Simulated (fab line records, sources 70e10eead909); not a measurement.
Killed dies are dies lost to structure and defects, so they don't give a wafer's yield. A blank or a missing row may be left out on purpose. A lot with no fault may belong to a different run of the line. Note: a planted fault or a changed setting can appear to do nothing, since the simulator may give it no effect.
fab line records ; flow nand_harc ; part 2 of 2: steps 5 to 6 of 6
record lots=18; wafers=54; last_day=24
route steps=1159 shown A_CONTACT@914
lots that met no fault: from a run of the same line without faults
start_h: the number of hours between the record's first day and the start of the first shown wafer of the lot ; wait_h: how many hours have passed since the lot's step before this one ; " as in the row above ; L1.1+2: a row that stands for several wafers ; - either no value or no given start ; * or withheld: withheld ; < > ~ a bound
route shown NAME@n: NAME is a module with steps in the file, n the number in the route of the first one ; usual: mean and standard deviation over wafers with no fault ; same: alike in all rows ; chamber/n: place in a boat ; sites: per-site readings ; _std_site: how widely they spread, as a standard deviation ; _edge_site: the outer-site mean with the inner-site mean subtracted ; radius_mm: for every site, how far away it sits from the centre of the wafer ; mask NAME#n: copy n ; behind: the most recent tool/chamber to have shaped the wafer ; hold: why the lot went on hold/how many hours it stayed there/how the hold came to an end ; device: which transistor (n, p or np) failed to switch ; end of line: at the end of the route, the tests of the same wafers ; for a step that has no rows: nothing shown but its recipe ; killed: not the wafer's yield, but the dies lost to structure and defects at the first sort ; map: shows each die of a wafer: x if killed, . if not, _ if none is there
set.NAME: the run value of the setting; set.NAME@STEP: its run value at that earlier step ; model.NAME: the simulator's own value behind a step, which no gauge read
the route's steps for a sample of lots (tables are steps, rows are wafers)
services: the hour from which a tool's chamber was out of use, counted from the record's first day as start_h (under 0 if before that day), plus the number of hours and why
## steps
# step NHARC_A_CONTACT_ETCH_92
# recipe target_depth_a=400; over_etch_frac=0.5; time_s=85.7; ion_energy_ev=120; ch3f_flow_sccm=50; o2_flow_sccm=30; ar_flow_sccm=200; rf_w=500; bias_w=100; chemistry=CH3F/O2
# usual ch3f_flow_sccm=50.04/0.14; drypump_motor_current_A=5.8/0.35; o2_flow_sccm=30.00/0.093; oes_product_au=0.942/0.03; rf_vpp_V=244.1/2; showerhead_plenum_p_Torr=2.44/0.13; throttle_valve_pct=20.663/0.0089
# same time_s=85.7
lot.wafer;tool;chamber;start_h;wait_h;ch3f_flow_sccm;drypump_motor_current_A;o2_flow_sccm;oes_product_au;rf_hours_counter_h;rf_vpp_V;showerhead_plenum_p_Torr;throttle_valve_pct
L076.2;rie_diel-02;0;392.50;0.4;50.06;5.4;29.98;0.995;22;246.8;2.54;20.685
L076.6;rie_diel-02;3;392.50;0.4;50.06;6.7;29.98;0.999;-;246.6;2.57;20.653
L076.5;rie_diel-02;0;392.50;0.4;50.00;5.4;30.12;1.000;-;247.2;2.54;20.657
L078.3;rie_diel-12;1;396.92;0.3;49.98;5.4;29.98;0.926;3;242.6;2.36;20.663
L078.4;rie_diel-12;3;396.92;0.3;50.25;6.0;29.80;0.933;2;245.5;2.54;20.668
L078.6;rie_diel-12;1;396.92;0.3;50.21;5.4;30.08;0.928;-;243.6;2.36;20.656
L079.4;rie_diel-12;3;408.03;0.3;50.06;5.9;30.10;0.933;4;245.4;2.54;20.670
L079.3;rie_diel-12;0;408.03;0.3;49.93;6.0;30.06;0.908;5;242.3;2.28;20.685
L079.5;rie_diel-12;3;408.03;0.3;49.93;5.9;29.93;0.931;-;245.4;2.54;20.674
L075.1;rie_diel-12;1;410.31;0.4;50.20;5.4;30.07;0.924;5;244.1;2.36;20.656
L075.3;rie_diel-12;3;410.31;0.4;49.95;5.9;29.94;0.928;5;245.8;2.53;20.664
L075.6;rie_diel-12;1;410.31;0.4;50.14;5.4;30.03;0.925;-;243.9;2.36;20.661
L080.2;rie_diel-12;0;419.00;0.3;50.28;6.1;29.95;0.926;6;241.6;2.28;20.682
L080.6;rie_diel-12;0;419.00;0.3;49.81;6.1;30.06;0.922;-;242.4;2.28;20.657
L080.5;rie_diel-12;1;419.00;0.3;49.99;5.4;29.99;0.927;-;244.2;2.36;20.650
L083.4;rie_diel-03;0;439.09;0.2;49.97;5.7;29.90;0.932;16;242.2;2.46;20.667
L083.2;rie_diel-03;2;439.09;0.2;50.02;5.7;30.04;0.933;14;244.8;2.52;20.665
L083.6;rie_diel-03;0;439.09;0.2;50.18;5.7;30.07;0.932;-;244.1;2.46;20.662
L082.1;rie_diel-12;2;440.50;0.4;50.10;6.0;29.80;0.939;9;246.9;2.62;20.667
L082.4;rie_diel-12;3;440.50;0.4;50.17;6.0;29.94;0.917;9;245.5;2.53;20.660
L082.6;rie_diel-12;0;440.50;0.4;50.32;6.1;30.00;0.925;-;241.0;2.28;20.673
L084.2;rie_diel-03;2;462.50;0.4;50.28;5.8;29.98;0.927;22;245.2;2.51;20.657
L084.1;rie_diel-03;3;462.50;0.4;50.04;5.2;29.97;0.924;21;241.7;2.34;20.659
L084.3;rie_diel-03;0;462.50;0.4;50.14;5.7;30.02;0.937;23;243.7;2.46;20.667
L085.3;rie_diel-12;1;465.97;0.3;50.05;5.4;29.94;0.924;14;242.5;2.35;20.666
L085.6;rie_diel-12;1;465.97;0.3;50.03;5.4;29.88;0.914;-;241.4;2.35;20.657
L085.5;rie_diel-12;2;465.97;0.3;50.07;6.0;29.90;0.948;-;247.4;2.61;20.654
L087.1;rie_diel-12;3;466.07;0.4;50.09;6.0;30.09;0.936;13;246.5;2.53;20.671
L087.3;rie_diel-12;1;466.07;0.4;50.20;5.4;29.96;0.916;14;242.5;2.35;20.677
L087.5;rie_diel-12;3;466.07;0.4;49.96;6.0;29.86;0.931;-;244.3;2.53;20.662
L086.1;rie_diel-12;2;475.25;0.4;50.13;5.9;30.19;0.942;16;245.8;2.61;20.657
L086.3;rie_diel-12;3;475.25;0.4;50.00;6.0;29.94;0.934;17;245.1;2.53;20.668
L086.4;rie_diel-12;0;475.25;0.4;49.97;6.1;29.95;0.915;18;243.1;2.28;20.668
L090.4;rie_diel-12;3;482.86;0.3;50.20;6.0;29.91;0.936;19;246.0;2.53;20.655
L090.1;rie_diel-12;0;482.86;0.3;50.05;6.1;29.87;0.920;20;241.9;2.28;20.664
L090.5;rie_diel-12;2;482.86;0.3;49.80;6.0;30.13;0.946;-;246.6;2.61;20.662
L088.2;rie_diel-03;1;484.30;0.5;50.12;5.3;29.92;0.929;32;242.6;2.34;20.657
L088.1;rie_diel-03;2;484.30;0.5;50.08;5.7;30.06;0.935;33;244.2;2.51;20.660
L088.3;rie_diel-03;0;484.30;0.5;50.09;5.7;30.05;0.940;32;242.9;2.45;20.661
L089.1;rie_diel-03;3;485.09;0.4;50.06;5.2;29.94;0.941;32;241.7;2.34;20.661
L089.4;rie_diel-03;0;485.09;0.4;50.08;5.7;30.01;0.952;32;245.0;2.45;20.660
L089.5;rie_diel-03;2;485.09;0.4;50.15;5.7;30.09;0.941;-;245.4;2.51;20.652
L093.1;rie_diel-03;2;495.24;0.4;49.97;5.7;29.89;0.940;36;244.8;2.51;20.677
L093.3;rie_diel-03;3;495.24;0.4;49.96;5.2;30.04;0.950;34;241.5;2.34;20.664
L093.6;rie_diel-03;2;495.24;0.4;50.11;5.7;30.01;0.946;-;245.9;2.51;20.658
L094.2;rie_diel-02;2;504.81;0.4;49.78;6.5;29.94;0.938;63;245.3;2.63;20.678
L094.4;rie_diel-02;3;504.81;0.4;50.15;6.7;30.17;0.940;58;244.3;2.56;20.666
L094.1;rie_diel-02;0;504.81;0.4;49.85;5.4;29.93;0.921;60;244.8;2.53;20.652
L095.1;rie_diel-12;1;516.40;0.4;50.04;5.4;29.90;0.923;25;242.9;2.35;20.663
L095.4;rie_diel-12;3;516.40;0.4;50.16;5.9;29.99;0.937;24;246.0;2.53;20.661
L095.5;rie_diel-12;0;516.40;0.4;50.03;6.1;29.93;0.917;-;241.4;2.28;20.661
L097.3;rie_diel-12;0;517.63;0.2;49.95;6.1;29.93;0.913;25;243.3;2.28;20.653
L097.2;rie_diel-12;1;517.63;0.2;50.11;5.4;30.03;0.922;25;243.4;2.35;20.679
L097.6;rie_diel-12;0;517.63;0.2;50.25;6.1;29.99;0.916;-;241.8;2.27;20.659
# step NHARC_A_CONTACT_ETCH_110
# recipe target_depth_a=500; overetch_a=50; time_s=27.5; ion_energy_ev=100; cf4_flow_sccm=80; o2_flow_sccm=20; ar_flow_sccm=0; rf_w=300; bias_w=100; chemistry=CF4/O2
# usual drypump_motor_current_A=5.8/0.4; o2_flow_sccm=20.00/0.067; oes_product_au=1.003/0.011; rf_vpp_V=197.7/1.8; showerhead_plenum_p_Torr=1.33/0.074; throttle_valve_pct=13.396/0.0087
# same time_s=27.5
lot.wafer;tool;chamber;start_h;wait_h;drypump_motor_current_A;o2_flow_sccm;oes_product_au;rf_hours_counter_h;rf_vpp_V;showerhead_plenum_p_Torr;throttle_valve_pct
L076.2;rie_diel-12;0;393.26;0.3;6.1;20.05;0.991;1;195.8;1.24;13.400
L076.6;rie_diel-12;0;393.26;0.3;6.1;19.96;0.983;-;197.7;1.24;13.408
L076.5;rie_diel-12;1;393.26;0.3;5.4;20.03;0.997;-;196.2;1.28;13.393
L078.4;rie_diel-12;0;397.67;0.1;6.1;19.87;1.005;3;196.0;1.24;13.404
L078.3;rie_diel-12;1;397.67;0.1;5.4;19.98;1.002;3;195.3;1.28;13.383
L078.6;rie_diel-12;1;397.67;0.1;5.4;19.97;1.011;-;198.1;1.28;13.412
L079.4;rie_diel-02;0;408.59;0.1;5.4;19.92;1.003;31;200.3;1.38;13.399
L079.3;rie_diel-02;2;408.59;0.1;6.4;19.95;1.010;32;200.4;1.44;13.398
L079.5;rie_diel-02;3;408.59;0.1;6.6;20.05;1.004;-;199.0;1.40;13.394
L075.1;rie_diel-12;1;410.83;0.1;5.4;20.09;0.991;6;195.9;1.28;13.398
L075.3;rie_diel-12;2;410.83;0.1;6.0;20.05;1.020;5;199.6;1.42;13.387
L075.6;rie_diel-12;1;410.83;0.1;5.4;20.08;1.003;-;196.4;1.28;13.392
L080.2;rie_diel-02;3;419.56;0.1;6.7;20.06;0.990;31;199.7;1.40;13.404
L080.5;rie_diel-02;1;419.56;0.1;5.4;20.02;1.018;-;197.4;1.23;13.379
L080.6;rie_diel-02;2;419.56;0.1;6.4;19.85;1.018;-;200.2;1.44;13.397
L083.2;rie_diel-12;0;439.61;0.1;6.1;20.09;0.994;10;195.6;1.24;13.393
L083.4;rie_diel-12;1;439.61;0.1;5.4;20.07;0.989;10;195.8;1.28;13.400
L083.6;rie_diel-12;3;439.61;0.1;6.0;19.94;0.997;-;197.7;1.38;13.411
L082.1;rie_diel-12;0;440.99;0.1;6.1;19.98;0.992;10;193.8;1.24;13.398
L082.4;rie_diel-12;1;440.99;0.1;5.4;20.08;0.995;10;196.3;1.28;13.401
L082.6;rie_diel-12;3;440.99;0.1;5.9;20.07;1.000;-;199.2;1.38;13.385
L084.1;rie_diel-03;2;463.05;0.1;5.7;19.97;1.002;22;198.8;1.36;13.396
L084.3;rie_diel-03;3;463.05;0.1;5.2;20.01;0.998;21;196.4;1.27;13.397
L084.2;rie_diel-03;0;463.05;0.1;5.7;20.11;1.011;23;197.9;1.33;13.383
L085.3;rie_diel-12;0;467.07;0.3;6.0;19.90;0.994;15;195.3;1.24;13.402
L085.6;rie_diel-12;2;467.07;0.3;5.9;19.93;1.017;-;199.0;1.42;13.382
L085.5;rie_diel-12;3;467.07;0.3;6.0;20.11;1.009;-;199.0;1.37;13.400
L087.3;rie_diel-12;0;467.11;0.1;6.1;19.99;0.987;15;196.5;1.24;13.408
L087.1;rie_diel-12;3;467.11;0.1;5.9;20.02;1.001;14;198.8;1.38;13.409
L087.5;rie_diel-12;1;467.11;0.1;5.4;19.92;0.991;-;197.2;1.28;13.407
L086.1;rie_diel-03;2;476.22;0.1;5.7;19.82;1.014;30;198.6;1.36;13.404
L086.4;rie_diel-03;0;476.22;0.1;5.6;19.95;1.008;29;199.0;1.33;13.392
L086.3;rie_diel-03;1;476.22;0.1;5.3;20.00;1.005;28;197.6;1.27;13.396
L090.4;rie_diel-12;1;483.34;0.0;5.4;19.98;0.999;20;197.2;1.28;13.397
L090.1;rie_diel-12;2;483.34;0.0;5.9;20.11;1.026;18;199.0;1.42;13.396
L090.5;rie_diel-12;1;483.34;0.0;5.4;20.07;1.001;-;195.8;1.28;13.409
L088.3;rie_diel-02;0;484.81;0.1;5.4;19.99;0.981;55;199.8;1.37;13.388
L088.2;rie_diel-02;1;484.81;0.1;5.4;20.06;1.012;60;196.3;1.23;13.402
L088.1;rie_diel-02;2;484.81;0.1;6.4;19.89;1.004;57;199.0;1.43;13.394
L089.1;rie_diel-02;3;486.05;0.1;6.7;19.99;1.007;53;199.3;1.39;13.386
L089.4;rie_diel-02;0;486.05;0.1;5.4;19.94;0.989;55;198.8;1.37;13.396
L089.5;rie_diel-02;2;486.05;0.1;6.4;20.01;1.012;-;199.8;1.43;13.387
L093.1;rie_diel-02;2;495.77;0.1;6.4;20.10;0.999;59;199.8;1.43;13.422
L093.3;rie_diel-02;0;495.77;0.1;5.4;19.97;0.971;57;198.7;1.37;13.392
L093.6;rie_diel-02;2;495.77;0.1;6.4;20.03;0.999;-;200.6;1.43;13.398
L094.2;rie_diel-12;0;505.31;0.1;6.1;19.99;0.989;22;195.2;1.23;13.406
L094.1;rie_diel-12;1;505.31;0.1;5.4;19.92;0.991;22;197.0;1.28;13.395
L094.4;rie_diel-12;3;505.31;0.1;6.0;20.06;1.000;21;198.3;1.37;13.406
L095.1;rie_diel-12;2;516.97;0.1;6.0;19.90;1.016;24;199.3;1.42;13.391
L095.4;rie_diel-12;3;516.97;0.1;6.0;19.97;1.007;24;197.6;1.37;13.403
L095.5;rie_diel-12;1;516.97;0.1;5.4;19.94;0.990;-;196.8;1.27;13.399
L097.3;rie_diel-12;0;518.15;0.1;6.1;19.92;0.994;25;196.6;1.23;13.403
L097.2;rie_diel-12;1;518.15;0.1;5.4;20.03;0.997;25;196.4;1.27;13.405
L097.6;rie_diel-12;1;518.15;0.1;5.4;19.97;0.990;-;196.4;1.27;13.389
## services
tool;chamber;start_h;hours;kind
rie_diel-03;2;369.60;2.7;repair
rie_diel-02;-;378.95;0.4;repair
rie_diel-12;-;379.48;9.0;pm
rie_diel-12;0;379.48;9.0;vent_cycle
rie_diel-12;1;379.48;9.0;vent_cycle
rie_diel-12;2;379.48;9.0;vent_cycle
rie_diel-12;3;379.48;9.0;vent_cycle
rie_diel-12;0;388.48;-;clean
rie_diel-12;1;388.48;-;clean
rie_diel-12;2;388.48;-;clean
rie_diel-12;3;388.48;-;clean
rie_diel-03;-;392.32;9.0;pm
rie_diel-12;0;412.98;-;clean
rie_diel-12;1;412.98;-;clean
rie_diel-12;2;412.98;-;clean
rie_diel-12;3;412.98;-;clean
rie_diel-12;0;437.48;-;clean
rie_diel-12;1;437.48;-;clean
rie_diel-12;2;437.48;-;clean
rie_diel-12;3;437.48;-;clean
rie_diel-03;3;441.29;4.3;repair
rie_diel-12;0;461.98;-;clean
rie_diel-12;0;468.07;3.5;repair
rie_diel-02;-;505.07;9.0;pm
